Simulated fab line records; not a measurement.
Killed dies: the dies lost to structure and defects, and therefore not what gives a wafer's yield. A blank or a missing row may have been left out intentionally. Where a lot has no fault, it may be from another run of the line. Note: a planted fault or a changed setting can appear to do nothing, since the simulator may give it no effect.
A struck lot beside a sound one :: flow nandHarc :: 40 steps out of a route of 1159
Sound: the wafers L564.2, L564.4, L564.6. Wafers L578.1, L578.3, L578.4 were the ones struck. The cause comes at the end.
Order at every step that has rows: each side's tool, ch and its chambers, its first start. Under that, the readings that differ: sound wafers :: struck wafers :: difference of the means :: sigmas: that difference in standard deviations of wafers without a fault.
alike: words and numbers the same on both sides, and readings whose means are apart by under 2 such deviations; not compared: readings that were withheld, readings missing a value for some wafer, numbers with overlapping values and no deviation given by the record, and bounds like >300 which may hide the same value.
The two part at a step that has a row with sigmas, a row that says differs or no value, or rows on one side only. Non-overlapping numbers with no deviation appear without sigmas and do not part them. A reading missing from all wafers of one side parts the sides only when that side holds two or more wafers.

first, 5 steps without rows for these wafers: NHARC_P_CONTACT_SOFTBAKE_07 (time 55 s); NHARC_P_CONTACT_EBR_08; NHARC_P_CONTACT_EXPOSE_09 (exposes mask P CA, target cd 90 nm); NHARC_P_CONTACT_PEB_10 (peb time 65 s); NHARC_P_CONTACT_DEVELOP_11 (develop time 35 s).
NHARC_P_CONTACT_CD_MEAS_12 targets a cd of 90 nm.
  sound on cdSem-03 ch 0, day 5 09:21; struck on cdSem-02 ch 0, day 9 03:55
  alike: cdNm
NHARC_P_CONTACT_OVL_MEAS_13:
  sound on overlay-01 at day 5 09:26; struck on overlay-02 at day 9 04:00
  alike: overlayXNm, overlayYNm
NHARC_P_CONTACT_INSPECT_14:
  sound on defectInspect-01 at day 5 09:29; struck on defectInspect-02 at day 9 04:02
  alike: rawDefectCount
NHARC_P_CONTACT_DESCUM_17: chemistry O2, time 3 s.
  sound on rieDiel-10 ch 1,2, day 5 09:34; struck on rieDiel-13 ch 0,1,2, day 9 04:05
  alike: drypumpMotorCurrentA, oesProductAu, rfVppV, showerheadPlenumPTorr, throttleValvePct
  not compared: rfHoursCounterH
then, 1 step without rows for these wafers: NHARC_P_CONTACT_ETCH_35 (etches the open film in CF4, target depth 39 nm, time 65 s).
NHARC_P_CONTACT_ETCH_36: etches the open film in N2/H2, target depth 260 nm, time 406.25 s.
  sound: rieDiel-10 ch 1,3; struck: rieDiel-13 ch 0,1,2
  alike: biasW, drypumpMotorCurrentA, oesProductAu, rfVppV, showerheadPlenumPTorr, throttleValvePct
  not compared: rfHoursCounterH
then, 1 step without rows for these wafers: NHARC_P_CONTACT_ETCH_18 (etches the open film in C4F8/O2/Ar, target depth 481 nm, time 240.5 s).
NHARC_P_CONTACT_STRIP_37: strips in C4F8/O2/Ar.
  sound on rieDiel-10 ch 1,2,3, day 5 10:43; struck on rieDiel-13 ch 1,2,3, day 9 04:46
then, 1 step without rows for these wafers: NHARC_P_CONTACT_ETCH_31 (etches the open film in CH3F/O2, target depth 30 nm, time 85.7 s).
NHARC_P_CONTACT_CD_MEAS_19:
  sound on cdSem-02 at day 5 10:55; struck on cdSem-02 at day 9 04:58
  alike: cdNm
NHARC_P_CONTACT_STRIP_28: strips in O2.
  sound on rieDiel-10 ch 0,2,3, day 5 11:01; struck on rieDiel-10 ch 0,1,3, day 9 05:02
  alike: drypumpMotorCurrentA, oesProductAu, rfVppV, showerheadPlenumPTorr, throttleValvePct
  not compared: rfHoursCounterH
then, 3 steps without rows for these wafers: NHARC_P_CONTACT_STRIP_29 (strips in post etch residue remover, time 1200 s); NHARC_P_CONTACT_DEGAS_38 (time 60 s); NHARC_P_CONTACT_PRE_CLEAN_39 (time 19.5 s).
NHARC_P_CONTACT_PVD_32: deposits Ti, target thk 5 nm, time 17.7 s.
  sound on pvdSputter-01; struck on pvdSputter-03
  alike: throttleValvePct
then, 14 steps without rows for these wafers: NHARC_P_CONTACT_ALD_22 (deposits TiN, target thk 3 nm, pulse time 1 s, ald cycles 150); NHARC_P_CONTACT_CVD_23 (deposits W, target thk 200 nm, time 557 s); NHARC_P_CONTACT_CMP_24 (polishes, t overpolish 30 s, target thk 200 nm); NHARC_P_CONTACT_SRD_26; NHARC_P_M0_DEP_00 (deposits SiOC, target thk 150 nm); NHARC_P_M0_DEHYDRATE_01 (time 120 s); NHARC_P_M0_HMDS_02 (time 30 s); NHARC_P_M0_COAT_33 (time 65 s); NHARC_P_M0_COAT_03 (resist thk 90 nm); NHARC_P_M0_SOFTBAKE_04 (time 55 s); NHARC_P_M0_EBR_05; NHARC_P_M0_EXPOSE_06 (exposes mask P M0, target cd 90 nm); NHARC_P_M0_PEB_07 (peb time 65 s); NHARC_P_M0_DEVELOP_08 (develop time 35 s).
NHARC_P_M0_CD_MEAS_09 targets a cd of 90 nm.
  sound on cdSem-02 ch 0, day 5 14:46; struck on cdSem-03 ch 0, day 9 16:47
  alike: cdNm
NHARC_P_M0_OVL_MEAS_10: pitch 180 nm.
  sound on overlay-02 at day 5 14:50; struck on overlay-01 at day 9 16:52
reading: overlayXNm (nm)
sound: 1.1 1.5 1.4
struck: -0.4 -0.9 -0.9
difference: -2.1
sigmas: -3
  alike: overlayYNm
then, 1 step without rows for these wafers: NHARC_P_M0_DESCUM_14 (chemistry O2, time 3 s).
NHARC_P_M0_ETCH_34: etches the open film in N2/H2, target depth 40 nm, overetch 12 nm, time 43.94 s.
  sound on rieDiel-05 ch 0,2, day 5 15:02; struck on rieDiel-09 ch 0,1,2, day 9 17:03
  alike: biasW, drypumpMotorCurrentA, oesProductAu, rfVppV, showerheadPlenumPTorr, throttleValvePct
  not compared: rfHoursCounterH
then, 1 step without rows for these wafers: NHARC_P_M0_ETCH_15 (etches the open film in C4F8/Ar, target depth 150 nm, overetch 15 nm, time 82.5 s).
-- the record jumps here: 13 days lie between the struck wafers' starts before and after (it left off in module P_M0 and takes up again in module END, whose first step shown is number 1159 of the route) --
NHARC_END_SORT_01:
  at this point the record logs the struck wafers (prober-02 ch 0, day 22 20:14) and has no rows for the sound ones

WHERE THEY PART
First at NHARC_P_M0_OVL_MEAS_10; last, within this record, at NHARC_END_SORT_01.

WHY: the cause the simulator had injected
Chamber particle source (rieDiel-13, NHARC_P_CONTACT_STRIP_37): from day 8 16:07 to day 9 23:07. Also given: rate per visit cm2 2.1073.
